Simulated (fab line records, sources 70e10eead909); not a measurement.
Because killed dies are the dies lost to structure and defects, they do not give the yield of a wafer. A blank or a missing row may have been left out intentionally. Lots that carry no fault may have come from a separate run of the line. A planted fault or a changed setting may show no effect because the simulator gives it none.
A single fault, viewed from 2 desks	flow nandHarc	what lay behind the numbers comes last; until then each desk has only its own

== FROM THE METROLOGY DESK ==
Lot by lot, what the gauges showed, no matter which tool ran the lot: averages of those sampled wafers that carry a number. A lot is out of limits, marked OUT, if its mean lies more than 4 standard deviations from the usual mean; the brackets give that distance.
Columns: A = cdNm at NHARC_A_CONTACT_CD_MEAS_15, usual 90.0 nm
lot	first seen here	A
L433	day 17 09:15	90.2
L436	day 17 13:41	90.6
L435	day 17 19:00	89.7
L437	day 18 23:18	90.2
L438	day 19 01:44	89.8
L440	day 19 08:17	89.9
L439	day 19 10:04	90.2
L449	day 20 21:59	90.1
L447	day 21 18:20	90.0
L452	day 22 06:32	89.4
L453	day 22 20:54	89.6
L454	day 23 03:48	90.2
This desk found nothing out of limits on any of the 12 lots.

== TOOL OWNER'S DESK, arfiScanner-01 ==
The tool's own readings at NHARC_A_M0_EXPOSE_06 (exposes mask A M0, target cd 80 nm): means of the sampled wafers that have a number, for each lot that ran on this tool. A lot is out of limits, marked OUT, if its mean lies more than 4 standard deviations from the usual mean; the brackets give that distance.
Columns: A = exposureDoseMJCm2 at NHARC_A_M0_EXPOSE_06, usual 83.27; B = stageVelMmS at NHARC_A_M0_EXPOSE_06, usual 499.97 mm/s
lot	first seen here	A	B
L433	day 17 19:13	83.35	500.13
L436	day 17 20:35	83.21	499.85
L435	day 18 08:34	83.28	499.81
L440	day 19 17:53	81.39 (-23) OUT	500.09
L439	day 19 18:44	81.82 (-18) OUT	499.79
This desk's verdict: out of limits on L439, L440, starting with L440 at day 19 17:53 (exposureDoseMJCm2 at NHARC_A_M0_EXPOSE_06). L433, L436, L435: within limits.

== TAKEN TOGETHER ==
At day 19 17:53, on L439, L440, the tool owner's desk was in a position to raise an alarm.
From the metrology desk's view, nothing was out of limits.
The metrology desk has L439, L440 on record, within its limits.
All the named lots went through NHARC_A_M0_EXPOSE_06 on arfiScanner-01.

== WHAT THE SIMULATOR PUT IN ==
Drift in process parameters on arfiScanner-01 at NHARC_A_M0_EXPOSE_06, starting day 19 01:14. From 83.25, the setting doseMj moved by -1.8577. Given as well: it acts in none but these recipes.
Shown lots that were struck: L439, L440.
Each desk's first reading out of limits, in hours after the fault started: the tool owner's desk, 17.
